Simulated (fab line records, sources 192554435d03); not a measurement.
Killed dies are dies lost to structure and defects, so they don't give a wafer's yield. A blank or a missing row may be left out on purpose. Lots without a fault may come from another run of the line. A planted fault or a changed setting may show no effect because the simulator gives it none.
fab line records | flow n5_finfet
record lots=24 wafers=72 last_day=18
route steps=1938 shown DUMMY_GATE@242 SD_EPI_N@272
lots that met no fault: from a run of the same line without faults
start_h: hours from the record's first day to the start of the lot's first wafer shown | wait_h: hours since the lot's step before | " the same as in the row above | L1.1+2: a row that stands for several wafers | - no value, or no start given | * or withheld: withheld | < > ~ a bound
route shown NAME@n: a module of which the file shows steps, and the number in the route of the first | usual: mean/standard deviation of fault-free wafers | same: alike in all rows | chamber/n: place in a boat | sites: the reading at each site | _std_site: their standard deviation | _edge_site: outer sites' mean less inner sites' | radius_mm: how far each site lies from the wafer's centre | mask NAME#n: copy n | behind: the tool/chamber that last shaped the wafer | hold: why the lot was held/for how many hours/how that ended | device: the transistor (n, p or np) that didn't switch | end of line: the same wafers' tests at the end of the route | a step without rows: its recipe alone | killed: dies lost to structure and defects at the first sort, not the wafer's yield | map: a wafer's dies, x killed, . not, _ none there
set.NAME: the setting as run; set.NAME@STEP: as run at that earlier step | model.NAME: the simulator's own value behind a step, which no gauge read
steps of the route over a sample of lots; a table a step, a row a wafer
services: from which hour (start_h, from the record's first day; less than 0 if before it) a tool's chamber was out of use, for how many hours, and why
## steps
# step N5_DUMMY_GATE_CD_MEAS_50
# recipe target_cd_nm=14
# usual cd_nm=13.8/0.52
# columns lot.wafer tool chamber start_h wait_h cd_nm
L074.1 cd_sem-01 - 47.47 0.0 13.6
L074.4 " - " " 14.0
L074.6 " - " " 14.3
L075.2 cd_sem-02 - 55.24 0.0 14.9
L075.3 " - " " 13.2
L075.6 " - " " 13.9
L076.1 cd_sem-02 - 67.51 0.0 13.8
L076.3 " - " " 13.9
L076.6 " - " " 13.3
L077.2 cd_sem-02 - 71.80 0.0 13.7
L077.4 " - " " 12.8
L077.6 " - " " 13.0
L078.2 cd_sem-02 - 75.48 0.0 14.2
L078.3 " - " " 13.7
L078.5 " - " " 13.3
L079.1 cd_sem-02 - 78.69 0.0 13.8
L079.5 " - " " 13.6
L079.6 " - " " 13.6
L080.1 cd_sem-01 - 83.26 0.0 14.2
L080.3 " - " " 13.3
L080.5 " - " " 14.2
L081.1 cd_sem-03 - 89.06 0.0 13.9
L081.2 " - " " 14.2
L081.4 " - " " 13.7
L082.2 cd_sem-02 - 93.90 0.0 13.6
L082.3 " - " " 13.7
L082.4 " - " " 13.8
L083.1 cd_sem-02 - 103.14 0.0 13.0
L083.5 " - " " 14.3
L083.6 " - " " 13.0
L084.3 cd_sem-02 - 109.53 0.0 13.2
L084.4 " - " " 13.7
L084.6 " - " " 13.4
L085.1 cd_sem-02 - 115.23 0.0 13.6
L085.3 " - " " 13.8
L085.5 " - " " 13.3
L086.1 cd_sem-02 - 120.64 0.0 12.9
L086.3 " - " " 14.4
L086.6 " - " " 13.9
L087.2 cd_sem-03 - 124.40 0.0 14.2
L087.5 " - " " 13.7
L087.6 " - " " 14.2
L088.1 cd_sem-03 - 131.84 0.0 14.1
L088.4 " - " " 14.4
L088.5 " - " " 14.8
L089.1 cd_sem-03 - 137.16 0.0 12.8
L089.4 " - " " 13.5
L089.6 " - " " 13.0
L090.3 cd_sem-03 - 143.69 0.0 13.7
L090.4 " - " " 14.0
L090.6 " - " " 14.3
L091.2 cd_sem-03 - 149.19 0.0 14.4
L091.3 " - " " 13.3
L091.5 " - " " 13.2
L092.1 cd_sem-02 - 156.45 0.0 13.2
L092.2 " - " " 13.8
L092.5 " - " " 14.0
L093.3 cd_sem-01 - 160.43 0.0 14.5
L093.5 " - " " 14.0
L093.6 " - " " 14.3
L094.2 cd_sem-01 - 169.59 0.0 13.1
L094.3 " - " " 13.8
L094.6 " - " " 13.2
L095.2 cd_sem-03 - 172.59 0.0 14.8
L095.5 " - " " 13.4
L095.6 " - " " 13.8
L096.4 cd_sem-03 - 179.79 0.1 13.6
L096.5 " - " " 13.7
L096.6 " - " " 13.9
L097.2 cd_sem-03 - 187.52 0.0 14.1
L097.3 " - " " 14.3
L097.6 " - " " 13.5
# step N5_SD_EPI_N_INSPECT_11
# recipe mode=adi inspect_instrument=macro
# usual raw_defect_count=1.9/1.3
# columns lot.wafer tool chamber start_h wait_h raw_defect_count
L074.1 defect_inspect-02 - 49.34 0.0 4
L074.4 " - " " 1
L074.6 " - " " 3
L075.2 defect_inspect-02 - 57.18 0.0 3
L075.3 " - " " 3
L075.6 " - " " 3
L076.1 defect_inspect-02 - 69.35 0.0 2
L076.3 " - " " 1
L076.6 " - " " 3
L077.2 defect_inspect-01 - 73.53 0.0 2
L077.4 " - " " 1
L077.6 " - " " 1
L078.2 defect_inspect-02 - 77.20 0.0 1
L078.3 " - " " 1
L078.5 " - " " 2
L079.1 defect_inspect-01 - 80.59 0.0 0
L079.5 " - " " 0
L079.6 " - " " 2
L080.1 defect_inspect-01 - 86.43 0.0 1
L080.3 " - " " 2
L080.5 " - " " 0
L081.1 defect_inspect-01 - 91.82 0.0 1
L081.2 " - " " 2
L081.4 " - " " 1
L082.2 defect_inspect-01 - 95.61 0.0 0
L082.3 " - " " 1
L082.4 " - " " 3
L083.1 defect_inspect-02 - 104.98 0.0 1
L083.5 " - " " 5
L083.6 " - " " 4
L084.3 defect_inspect-02 - 111.37 0.0 2
L084.4 " - " " 3
L084.6 " - " " 4
L085.1 defect_inspect-01 - 117.38 0.0 1
L085.3 " - " " 2
L085.5 " - " " 1
L086.1 defect_inspect-02 - 123.62 0.0 2
L086.3 " - " " 2
L086.6 " - " " 0
L087.2 defect_inspect-02 - 126.57 0.0 1
L087.5 " - " " 1
L087.6 " - " " 2
L088.1 defect_inspect-02 - 133.71 0.0 0
L088.4 " - " " 0
L088.5 " - " " 1
L089.1 defect_inspect-01 - 139.17 0.0 1
L089.4 " - " " 4
L089.6 " - " " 4
L090.3 defect_inspect-02 - 145.64 0.0 2
L090.4 " - " " 2
L090.6 " - " " 5
L091.2 defect_inspect-01 - 151.03 0.0 0
L091.3 " - " " 1
L091.5 " - " " 2
L092.1 defect_inspect-01 - 158.30 0.0 2
L092.2 " - " " 3
L092.5 " - " " 1
L093.3 defect_inspect-01 - 162.30 0.0 1
L093.5 " - " " 2
L093.6 " - " " 0
L094.2 defect_inspect-01 - 171.46 0.0 1
L094.3 " - " " 1
L094.6 " - " " 1
L095.2 defect_inspect-02 - 174.43 0.0 2
L095.5 " - " " 2
L095.6 " - " " 2
L096.4 defect_inspect-01 - 182.56 0.0 3
L096.5 " - " " 1
L096.6 " - " " 0
L097.2 defect_inspect-02 - 189.44 0.0 0
L097.3 " - " " 3
L097.6 " - " " 2
# step N5_SD_EPI_N_DESCUM_14
# recipe chemistry=O2 time_s=7.9 source_power_w=50 bias_power_w=20 pressure_mtorr=20 rf_frequency_hz=2.712e+07 temp_c=40 resist=CAR-ArF-block o2_flow_sccm=225
# usual drypump_motor_current_A=5.9/0.46 oes_product_au=0.79/0.077 rf_vpp_V=243.4/1.5 showerhead_plenum_p_Torr=2.10/0.069 throttle_valve_pct=20.35/0.16
# columns lot.wafer tool chamber start_h wait_h drypump_motor_current_A oes_product_au rf_hours_counter_h rf_vpp_V showerhead_plenum_p_Torr throttle_valve_pct
L074.1 rie_diel-06 2 49.75 0.4 4.9 0.76 159 243.2 2.11 20.49
L074.4 " 0 " " 6.3 0.80 81 242.0 2.11 20.08
L074.6 " 3 " " 6.4 0.78 - 245.5 2.20 20.48
L075.2 rie_diel-06 2 57.21 0.0 4.9 0.77 161 243.4 2.11 20.47
L075.3 " 3 " " 6.4 0.79 133 244.5 2.20 20.48
L075.6 " 3 " " 6.4 0.78 - 245.8 2.20 20.48
L076.1 rie_diel-02 1 69.38 0.0 6.3 0.88 34 244.0 2.14 20.40
L076.3 " 2 " " 5.9 0.74 199 243.0 2.07 20.36
L076.6 " 2 " " 5.9 0.73 - 242.4 2.07 20.36
L077.2 rie_diel-06 1 73.56 0.0 5.8 0.88 42 243.3 2.05 20.19
L077.4 " 2 " " 4.9 0.76 - 243.4 2.10 20.48
L077.6 " 0 " " 6.4 0.79 - 243.4 2.11 20.10
L078.2 rie_diel-06 2 77.38 0.2 4.9 0.76 168 243.0 2.10 20.49
L078.3 " 1 " " 5.8 0.89 43 242.5 2.05 20.21
L078.5 " 1 " " 5.8 0.89 - 242.4 2.05 20.20
L079.1 rie_diel-06 1 80.62 0.0 5.7 0.88 45 242.8 2.05 20.19
L079.5 " 2 " " 4.9 0.75 - 243.8 2.10 20.49
L079.6 " 0 " " 6.4 0.78 - 243.8 2.11 20.10
L080.1 rie_diel-02 2 86.46 0.0 5.8 0.73 205 243.3 2.07 20.36
L080.3 " 3 " " 6.8 0.71 201 245.2 2.06 20.80
L080.5 " 1 " " 6.3 0.87 - 243.5 2.13 20.43
L081.1 rie_diel-02 3 91.85 0.0 6.8 0.70 203 241.5 2.06 20.79
L081.2 " 0 " " 5.8 0.73 148 240.9 2.03 20.35
L081.4 " 2 " " 5.9 0.72 207 241.6 2.07 20.37
L082.2 rie_diel-06 0 95.65 0.0 6.4 0.78 94 244.5 2.11 20.11
L082.3 " 2 " " 4.9 0.74 175 244.4 2.10 20.51
L082.4 " 0 " " 6.3 0.77 - 243.7 2.11 20.12
L083.1 rie_diel-04 0 105.33 0.4 5.9 0.94 12 245.3 2.22 20.45
L083.5 " 1 " " 5.9 0.71 - 245.1 2.14 20.47
L083.6 " 2 " " 5.9 0.87 - 245.5 2.20 20.26
L084.3 rie_diel-04 3 111.40 0.0 5.9 0.71 223 242.3 1.99 20.18
L084.4 " 1 " " 5.8 0.71 228 245.1 2.14 20.45
L084.6 " 3 " " 5.8 0.70 - 241.3 1.99 20.18
L085.1 rie_diel-04 2 117.41 0.0 6.0 0.87 50 245.0 2.20 20.26
L085.3 " 1 " " 5.9 0.71 229 244.5 2.14 20.46
L085.5 " 3 " " 5.8 0.70 - 241.3 1.99 20.19
L086.1 rie_diel-06 2 123.66 0.0 4.9 0.74 186 242.5 2.10 20.51
L086.3 " 1 " " 5.8 0.85 60 243.1 2.05 20.22
L086.6 " 2 " " 4.9 0.75 - 242.7 2.10 20.51
L087.2 rie_diel-02 3 126.61 0.0 6.8 0.69 214 242.2 2.05 20.79
L087.5 " 2 " " 5.9 0.71 - 241.6 2.06 20.41
L087.6 " 3 " " 6.8 0.69 - 243.2 2.05 20.80
L088.1 rie_diel-04 0 133.74 0.0 5.9 0.92 19 244.8 2.22 20.48
L088.4 " 1 " " 5.8 0.71 234 245.7 2.14 20.48
L088.5 " 0 " " 5.9 0.94 - 244.7 2.22 20.47
L089.1 rie_diel-04 0 139.21 0.0 5.9 0.92 21 243.5 2.21 20.48
L089.4 " 2 " " 6.0 0.86 57 245.9 2.20 20.28
L089.6 " 3 " " 5.8 0.69 - 242.6 1.99 20.19
L090.3 rie_diel-04 2 145.67 0.0 6.0 0.86 60 246.2 2.20 20.27
L090.4 " 1 " " 5.9 0.70 239 244.2 2.14 20.48
L090.6 " 2 " " 6.0 0.86 - 246.0 2.20 20.27
L091.2 rie_diel-04 1 151.59 0.6 5.8 0.70 242 244.3 2.14 20.48
L091.3 " 3 " " 5.8 0.69 236 241.2 1.98 20.22
L091.5 " 1 " " 5.8 0.70 - 245.2 2.14 20.48
L092.1 rie_diel-04 0 158.33 0.0 5.9 0.90 29 245.4 2.21 20.49
L092.2 " 3 " " 5.8 0.68 239 240.8 1.98 20.21
L092.5 " 3 " " 5.8 0.69 - 241.8 1.98 20.22
L093.3 rie_diel-06 2 162.64 0.3 4.9 0.72 204 242.5 2.09 20.51
L093.5 " 2 " " 4.9 0.72 - 242.8 2.09 20.53
L093.6 " 1 " " 5.8 0.83 - 242.4 2.04 20.25
L094.2 rie_diel-06 1 172.23 0.8 5.8 0.82 85 242.4 2.04 20.25
L094.3 " 0 " " 6.4 0.74 130 244.1 2.09 20.15
L094.6 " 0 " " 6.3 0.74 - 244.3 2.09 20.14
L095.2 rie_diel-04 2 175.55 1.1 6.0 0.83 76 244.6 2.19 20.31
L095.5 " 2 " " 6.0 0.83 - 245.8 2.19 20.29
L095.6 " 3 " " 5.8 0.68 - 241.1 1.98 20.21
L096.4 rie_diel-06 1 182.77 0.2 5.8 0.80 - 242.6 2.04 20.26
L096.5 " 0 " " 6.4 0.73 - 244.0 2.09 20.17
L096.6 " 2 " " 4.9 0.72 - 243.8 2.09 20.56
L097.2 rie_diel-02 2 189.50 0.1 5.9 0.70 242 241.8 2.05 20.42
L097.3 " 0 " " 5.8 0.71 182 240.9 2.01 20.43
L097.6 " 0 " " 5.8 0.71 - 241.6 2.01 20.42
# step N5_SD_EPI_N_ETCH_45
# recipe chemistry=CH3F/O2 target=SiOCN target_depth_a=60 mask_material=SOC ion_energy_ev=60 bias_w=29 pressure_mtorr=15 source_w=410 Ar_flow_sccm=150 CH3F_flow_sccm=30 O2_flow_sccm=20
# usual CH3F_flow_sccm=30.00/0.098 drypump_motor_current_A=5.9/0.46 oes_product_au=0.78/0.073 rf_vpp_V=127.5/0.88 showerhead_plenum_p_Torr=2.00/0.068 throttle_valve_pct=23.22/0.21
# columns lot.wafer tool chamber start_h wait_h CH3F_flow_sccm drypump_motor_current_A oes_product_au rf_hours_counter_h rf_vpp_V showerhead_plenum_p_Torr throttle_valve_pct
L074.1 rie_diel-06 2 50.27 0.1 29.99 4.9 0.76 159 127.8 1.99 23.29
L074.4 " 0 " " 29.94 6.3 0.80 81 128.6 2.02 23.04
L074.6 " 3 " " 30.06 6.4 0.78 - 128.0 2.08 23.33
L075.2 rie_diel-06 2 57.73 0.1 29.94 4.9 0.76 162 127.5 1.99 23.29
L075.3 " 3 " " 29.93 6.4 0.78 133 127.1 2.08 23.33
L075.6 " 3 " " 30.00 6.4 0.79 - 128.6 2.08 23.34
L076.1 rie_diel-02 1 69.90 0.1 29.97 6.4 0.86 35 128.1 2.05 23.49
L076.3 " 2 " " 29.82 5.9 0.72 200 127.0 2.00 23.42
L076.6 " 2 " " 29.92 5.9 0.73 - 127.5 2.00 23.44
L077.2 rie_diel-06 1 74.08 0.1 29.93 5.7 0.86 42 127.5 1.95 23.01
L077.4 " 2 " " 30.08 4.9 0.75 - 127.4 1.99 23.31
L077.6 " 0 " " 29.98 6.4 0.79 - 128.2 2.02 23.06
L078.2 rie_diel-06 2 77.90 0.1 30.08 4.9 0.76 169 128.0 1.99 23.31
L078.3 " 1 " " 30.10 5.8 0.87 43 126.8 1.95 23.01
L078.5 " 1 " " 30.15 5.8 0.87 - 127.8 1.95 23.00
L079.1 rie_diel-06 1 81.14 0.1 30.00 5.7 0.86 45 125.9 1.95 23.00
L079.5 " 2 " " 30.06 4.9 0.76 - 126.1 1.99 23.31
L079.6 " 0 " " 29.91 6.4 0.78 - 126.9 2.02 23.05
L080.1 rie_diel-02 2 86.98 0.1 30.06 5.9 0.72 206 127.1 1.99 23.42
L080.3 " 3 " " 29.88 6.8 0.69 201 127.9 1.98 23.83
L080.5 " 1 " " 30.20 6.3 0.85 - 125.6 2.05 23.51
L081.1 rie_diel-02 3 92.37 0.1 29.91 6.8 0.68 203 126.0 1.98 23.83
L081.2 " 0 " " 30.08 5.8 0.73 148 126.9 1.89 22.90
L081.4 " 2 " " 29.87 5.8 0.72 207 127.7 1.99 23.45
L082.2 rie_diel-06 0 96.16 0.1 29.98 6.4 0.79 95 128.1 2.02 23.08
L082.3 " 2 " " 29.98 4.9 0.74 175 128.4 1.99 23.32
L082.4 " 0 " " 30.01 6.4 0.78 - 127.2 2.02 23.06
L083.1 rie_diel-04 0 105.85 0.1 29.95 5.9 0.92 12 129.0 2.09 23.22
L083.5 " 1 " " 29.90 5.8 0.70 - 127.5 2.06 23.44
L083.6 " 2 " " 30.12 6.0 0.85 - 127.7 2.10 23.14
L084.3 rie_diel-04 3 111.92 0.1 30.02 5.8 0.71 224 127.0 1.89 23.03
L084.4 " 1 " " 30.15 5.8 0.70 228 126.9 2.06 23.42
L084.6 " 3 " " 30.02 5.9 0.70 - 127.7 1.89 23.03
L085.1 rie_diel-04 2 117.93 0.1 29.94 5.9 0.86 50 128.0 2.10 23.15
L085.3 " 1 " " 30.04 5.8 0.69 229 128.9 2.06 23.42
L085.5 " 3 " " 30.07 5.8 0.70 - 127.4 1.89 23.02
L086.1 rie_diel-06 2 124.17 0.1 29.89 4.9 0.74 186 127.5 1.98 23.33
L086.3 " 1 " " 30.10 5.8 0.83 61 126.3 1.94 23.02
L086.6 " 2 " " 29.90 4.9 0.74 - 127.5 1.98 23.33
L087.2 rie_diel-02 3 127.12 0.1 30.10 6.8 0.69 215 126.7 1.97 23.85
L087.5 " 2 " " 30.19 5.8 0.72 - 127.5 1.99 23.44
L087.6 " 3 " " 30.07 6.8 0.68 - 126.6 1.97 23.85
L088.1 rie_diel-04 0 134.26 0.1 30.08 5.9 0.91 20 127.5 2.09 23.24
L088.4 " 1 " " 30.23 5.8 0.69 235 128.7 2.06 23.44
L088.5 " 0 " " 30.09 5.9 0.91 - 127.9 2.09 23.24
L089.1 rie_diel-04 0 139.72 0.1 29.89 5.9 0.92 21 127.7 2.09 23.24
L089.4 " 2 " " 30.02 6.0 0.85 58 128.8 2.09 23.15
L089.6 " 3 " " 30.09 5.8 0.69 - 127.8 1.89 23.04
L090.3 rie_diel-04 2 146.19 0.1 29.98 6.0 0.86 60 127.8 2.09 23.16
L090.4 " 1 " " 29.97 5.8 0.68 240 128.7 2.05 23.44
L090.6 " 2 " " 30.05 5.9 0.85 - 127.9 2.09 23.17
L091.2 rie_diel-04 1 152.10 0.1 29.94 5.9 0.69 243 128.8 2.05 23.45
L091.3 " 3 " " 30.08 5.9 0.70 236 127.7 1.89 23.03
L091.5 " 1 " " 29.98 5.8 0.68 - 127.7 2.05 23.44
L092.1 rie_diel-04 0 158.85 0.1 29.94 5.9 0.89 29 127.6 2.09 23.26
L092.2 " 3 " " 30.17 5.8 0.69 239 126.9 1.89 23.03
L092.5 " 3 " " 30.10 5.8 0.69 - 126.5 1.89 23.03
L093.3 rie_diel-06 2 163.15 0.1 30.17 4.9 0.72 205 127.9 1.98 23.34
L093.5 " 2 " " 30.15 4.9 0.72 - 125.3 1.98 23.36
L093.6 " 1 " " 29.91 5.8 0.81 - 127.4 1.94 23.04
L094.2 rie_diel-06 1 172.75 0.1 30.21 5.8 0.80 86 125.3 1.94 23.05
L094.3 " 0 " " 30.02 6.4 0.75 130 128.2 2.01 23.12
L094.6 " 0 " " 30.08 6.4 0.76 - 127.0 2.01 23.11
L095.2 rie_diel-04 2 176.07 0.1 29.87 6.0 0.83 77 128.2 2.09 23.19
L095.5 " 2 " " 29.93 6.0 0.82 - 127.2 2.09 23.18
L095.6 " 3 " " 29.85 5.8 0.69 - 126.5 1.88 23.06
L096.4 rie_diel-06 1 183.32 0.1 30.03 5.8 0.80 - 127.8 1.93 23.07
L096.5 " 0 " " 29.91 6.4 0.75 - 127.3 2.00 23.12
L096.6 " 2 " " 29.92 4.9 0.71 - 127.2 1.97 23.37
L097.2 rie_diel-02 2 190.02 0.1 29.90 5.9 0.70 242 126.5 1.98 23.49
L097.3 " 0 " " 30.05 5.8 0.72 183 125.7 1.88 22.94
L097.6 " 0 " " 29.98 5.8 0.72 - 126.6 1.88 22.94
# step N5_SD_EPI_N_ETCH_16
# recipe chemistry=CHF3/O2 target=SiO2 target_depth_a=50 mask_material=SOC pressure_mtorr=30 source_w=650 bias_w=170 Ar_flow_sccm=200 CHF3_flow_sccm=50 O2_flow_sccm=5 ion_energy_ev=200
# usual CHF3_flow_sccm=50.01/0.13 drypump_motor_current_A=5.9/0.46 oes_product_au=0.78/0.073 rf_vpp_V=519/9.7 showerhead_plenum_p_Torr=2.42/0.08 throttle_valve_pct=18.82/0.18
# columns lot.wafer tool chamber start_h wait_h CHF3_flow_sccm drypump_motor_current_A oes_product_au rf_hours_counter_h rf_vpp_V showerhead_plenum_p_Torr throttle_valve_pct
L074.1 rie_diel-06 2 50.37 0.1 49.92 4.9 0.77 159 507 2.41 18.86
L074.4 " 0 " " 49.98 6.4 0.80 81 525 2.44 18.61
L074.6 " 3 " " 50.17 6.4 0.79 - 539 2.50 18.73
L075.2 rie_diel-06 2 57.83 0.1 50.18 4.9 0.76 162 509 2.41 18.88
L075.3 " 3 " " 50.06 6.4 0.78 133 538 2.50 18.75
L075.6 " 3 " " 50.06 6.4 0.77 - 540 2.50 18.76
L076.1 rie_diel-02 1 70.00 0.1 50.05 6.3 0.87 35 500 2.48 18.94
L076.3 " 2 " " 50.04 5.8 0.73 200 523 2.42 19.04
L076.6 " 2 " " 49.98 5.8 0.73 - 524 2.42 19.04
L077.2 rie_diel-06 1 74.18 0.1 49.98 5.7 0.87 42 521 2.36 18.63
L077.4 " 2 " " 50.02 4.9 0.76 - 508 2.41 18.89
L077.6 " 0 " " 49.76 6.3 0.79 - 525 2.44 18.63
L078.2 rie_diel-06 2 78.00 0.1 50.03 4.9 0.75 169 510 2.41 18.88
L078.3 " 1 " " 50.16 5.8 0.87 43 521 2.36 18.63
L078.5 " 1 " " 50.08 5.8 0.88 - 522 2.36 18.64
L079.1 rie_diel-06 1 81.24 0.1 50.02 5.8 0.87 45 520 2.36 18.64
L079.5 " 2 " " 50.02 4.9 0.75 - 508 2.41 18.88
L079.6 " 0 " " 50.00 6.4 0.80 - 526 2.44 18.63
L080.1 rie_diel-02 2 87.08 0.1 49.80 5.9 0.72 206 525 2.42 19.06
L080.3 " 3 " " 49.99 6.8 0.70 201 542 2.39 19.38
L080.5 " 1 " " 50.00 6.3 0.86 - 499 2.47 18.93
L081.1 rie_diel-02 3 92.47 0.1 49.94 6.8 0.69 203 544 2.39 19.35
L081.2 " 0 " " 49.78 5.8 0.74 148 516 2.29 18.60
L081.4 " 2 " " 50.24 5.8 0.72 207 523 2.42 19.05
L082.2 rie_diel-06 0 96.26 0.1 50.09 6.4 0.78 95 526 2.43 18.65
L082.3 " 2 " " 50.18 4.9 0.74 175 509 2.41 18.88
L082.4 " 0 " " 50.14 6.4 0.78 - 527 2.43 18.64
L083.1 rie_diel-04 0 105.95 0.1 49.91 5.9 0.93 12 522 2.53 18.81
L083.5 " 1 " " 50.12 5.9 0.70 - 527 2.48 19.04
L083.6 " 2 " " 50.00 6.0 0.88 - 517 2.54 18.80
L084.3 rie_diel-04 3 112.02 0.1 50.01 5.9 0.70 224 509 2.29 18.69
L084.4 " 1 " " 49.87 5.8 0.69 228 526 2.48 19.04
L084.6 " 3 " " 49.88 5.9 0.70 - 507 2.29 18.68
L085.1 rie_diel-04 2 118.03 0.1 50.14 5.9 0.87 50 517 2.54 18.80
L085.3 " 1 " " 49.86 5.8 0.70 229 526 2.48 19.04
L085.5 " 3 " " 50.17 5.8 0.70 - 509 2.29 18.69
L086.1 rie_diel-06 2 124.27 0.1 49.87 4.9 0.75 186 509 2.40 18.88
L086.3 " 1 " " 50.01 5.8 0.83 61 520 2.35 18.67
L086.6 " 2 " " 50.02 4.9 0.74 - 509 2.40 18.91
L087.2 rie_diel-02 3 127.22 0.1 49.83 6.8 0.68 215 544 2.39 19.41
L087.5 " 2 " " 49.83 5.8 0.71 - 525 2.41 19.07
L087.6 " 3 " " 49.78 6.8 0.68 - 542 2.39 19.41
L088.1 rie_diel-04 0 134.36 0.1 49.97 5.9 0.92 20 522 2.53 18.85
L088.4 " 1 " " 50.09 5.8 0.69 235 526 2.48 19.05
L088.5 " 0 " " 49.62 5.9 0.91 - 521 2.53 18.84
L089.1 rie_diel-04 0 139.82 0.1 49.88 5.9 0.91 21 523 2.52 18.83
L089.4 " 2 " " 50.07 6.0 0.86 58 517 2.54 18.81
L089.6 " 3 " " 49.92 5.9 0.69 - 508 2.29 18.69
L090.3 rie_diel-04 2 146.29 0.1 49.99 6.0 0.86 60 518 2.53 18.81
L090.4 " 1 " " 49.99 5.8 0.68 240 526 2.47 19.07
L090.6 " 2 " " 49.83 5.9 0.85 - 516 2.53 18.82
L091.2 rie_diel-04 1 152.20 0.1 50.04 5.8 0.68 243 526 2.47 19.05
L091.3 " 3 " " 50.00 5.8 0.70 236 507 2.29 18.72
L091.5 " 1 " " 49.92 5.8 0.69 - 527 2.47 19.06
L092.1 rie_diel-04 0 158.95 0.1 49.79 5.9 0.89 29 524 2.52 18.86
L092.2 " 3 " " 50.07 5.9 0.70 239 507 2.29 18.72
L092.5 " 3 " " 49.89 5.8 0.69 - 508 2.29 18.72
L093.3 rie_diel-06 2 163.25 0.1 49.94 4.9 0.73 205 509 2.40 18.92
L093.5 " 2 " " 50.00 4.9 0.73 - 509 2.40 18.93
L093.6 " 1 " " 49.86 5.8 0.82 - 523 2.34 18.69
L094.2 rie_diel-06 1 172.85 0.1 50.09 5.8 0.81 86 521 2.34 18.70
L094.3 " 0 " " 49.91 6.4 0.76 130 525 2.42 18.69
L094.6 " 0 " " 50.19 6.4 0.74 - 525 2.42 18.68
L095.2 rie_diel-04 2 176.17 0.1 49.90 5.9 0.83 77 518 2.53 18.84
L095.5 " 2 " " 49.81 5.9 0.84 - 515 2.53 18.83
L095.6 " 3 " " 49.93 5.8 0.68 - 508 2.28 18.72
L096.4 rie_diel-06 1 183.39 0.0 49.96 5.7 0.80 - 522 2.34 18.71
L096.5 " 0 " " 50.08 6.4 0.75 - 524 2.42 18.70
L096.6 " 2 " " 49.94 4.9 0.72 - 507 2.39 18.96
L097.2 rie_diel-02 2 190.12 0.1 49.99 5.9 0.70 242 522 2.40 19.11
L097.3 " 0 " " 50.14 5.8 0.72 183 517 2.28 18.64
L097.6 " 0 " " 50.22 5.8 0.71 - 517 2.28 18.64
# step N5_SD_EPI_N_VAPOR_ETCH_50
# recipe chemistry=HCl target=Si temp_c=775 time_s=54 pressure_torr=20 mode=isotropic
# usual throttle_valve_pct=12.05/0.16
# columns lot.wafer tool chamber start_h wait_h throttle_valve_pct
L074.1 epi_rpcvd-03 0 51.36 0.4 12.30
L074.4 " 0 " " 12.10
L074.6 " 0 " " 11.94
L075.2 epi_rpcvd-03 0 58.88 0.4 11.74
L075.3 " 0 " " 12.16
L075.6 " 0 " " 12.09
L076.1 epi_rpcvd-01 0 70.87 0.3 11.88
L076.3 " 0 " " 12.19
L076.6 " 0 " " 12.10
L077.2 epi_rpcvd-04 0 75.11 0.3 11.95
L077.4 " 0 " " 12.07
L077.6 " 0 " " 11.96
L078.2 epi_rpcvd-01 0 78.93 0.3 11.99
L078.3 " 0 " " 12.17
L078.5 " 0 " " 12.22
L079.1 epi_rpcvd-03 0 82.27 0.4 12.16
L079.5 " 0 " " 12.22
L079.6 " 0 " " 12.00
L080.1 epi_rpcvd-01 0 88.34 0.3 12.22
L080.3 " 0 " " 12.11
L080.5 " 0 " " 12.29
L081.1 epi_rpcvd-03 0 93.52 0.4 12.10
L081.2 " 0 " " 12.17
L081.4 " 0 " " 12.16
L082.2 epi_rpcvd-04 0 97.17 0.3 11.96
L082.3 " 0 " " 11.77
L082.4 " 0 " " 11.85
L083.1 epi_rpcvd-04 0 106.82 0.3 11.73
L083.5 " 0 " " 11.95
L083.6 " 0 " " 12.03
L084.3 epi_rpcvd-03 0 113.09 0.3 11.76
L084.4 " 0 " " 11.92
L084.6 " 0 " " 12.11
L085.1 epi_rpcvd-03 0 119.03 0.4 12.07
L085.3 " 0 " " 12.22
L085.5 " 0 " " 12.23
L086.1 epi_rpcvd-04 0 125.58 0.3 12.03
L086.3 " 0 " " 11.88
L086.6 " 0 " " 11.97
L087.2 epi_rpcvd-04 0 128.13 0.3 12.13
L087.5 " 0 " " 12.27
L087.6 " 0 " " 12.11
L088.1 epi_rpcvd-04 0 135.24 0.3 11.59
L088.4 " 0 " " 11.82
L088.5 " 0 " " 11.91
L089.1 epi_rpcvd-04 0 140.70 0.3 12.06
L089.4 " 0 " " 11.89
L089.6 " 0 " " 11.86
L090.3 epi_rpcvd-03 0 147.23 0.2 12.27
L090.4 " 0 " " 12.25
L090.6 " 0 " " 12.21
L091.2 epi_rpcvd-03 0 153.24 0.3 12.34
L091.3 " 0 " " 12.14
L091.5 " 0 " " 11.85
L092.1 epi_rpcvd-03 0 159.85 0.3 12.36
L092.2 " 0 " " 12.22
L092.5 " 0 " " 12.07
L093.3 epi_rpcvd-01 0 164.25 0.2 12.02
L093.5 " 0 " " 12.01
L093.6 " 0 " " 11.82
L094.2 epi_rpcvd-04 0 173.76 0.3 11.84
L094.3 " 0 " " 11.96
L094.6 " 0 " " 12.16
L095.2 epi_rpcvd-01 0 177.08 0.3 12.27
L095.5 " 0 " " 12.08
L095.6 " 0 " " 11.89
L096.4 epi_rpcvd-03 0 184.34 0.2 11.94
L096.5 " 0 " " 12.23
L096.6 " 0 " " 11.83
L097.2 epi_rpcvd-03 0 191.06 0.3 11.92
L097.3 " 0 " " 12.28
L097.6 " 0 " " 12.17
## services
# columns tool chamber start_h hours kind
rie_diel-06 - 25.96 1.4 repair
epi_rpcvd-01 - 34.60 2.8 pm
rie_diel-04 0 36.37 - clean
rie_diel-04 0 36.37 - consumable_replace:focus_ring
rie_diel-04 0 36.37 - consumable_replace:showerhead
rie_diel-04 0 36.37 30.8 scheduled_down
rie_diel-04 0 36.37 30.8 vent_cycle
rie_diel-02 2 45.24 3.8 repair
rie_diel-06 0 56.88 6.4 repair
rie_diel-04 - 59.92 0.3 repair
rie_diel-06 3 67.20 121.0 repair
rie_diel-02 3 68.22 5.0 repair
rie_diel-02 2 98.16 2.6 repair
rie_diel-02 3 114.24 1.8 repair
epi_rpcvd-03 - 121.96 14.6 pm
epi_rpcvd-01 - 122.86 28.1 pm
rie_diel-04 - 137.64 1.0 repair
rie_diel-02 - 158.13 14.6 pm
rie_diel-04 1 166.78 - clean
rie_diel-04 1 166.78 - consumable_replace:focus_ring
rie_diel-04 1 166.78 21.4 scheduled_down
rie_diel-04 1 166.78 21.4 vent_cycle
rie_diel-04 3 188.31 - clean
rie_diel-06 2 189.17 6.4 repair
## key
fault none
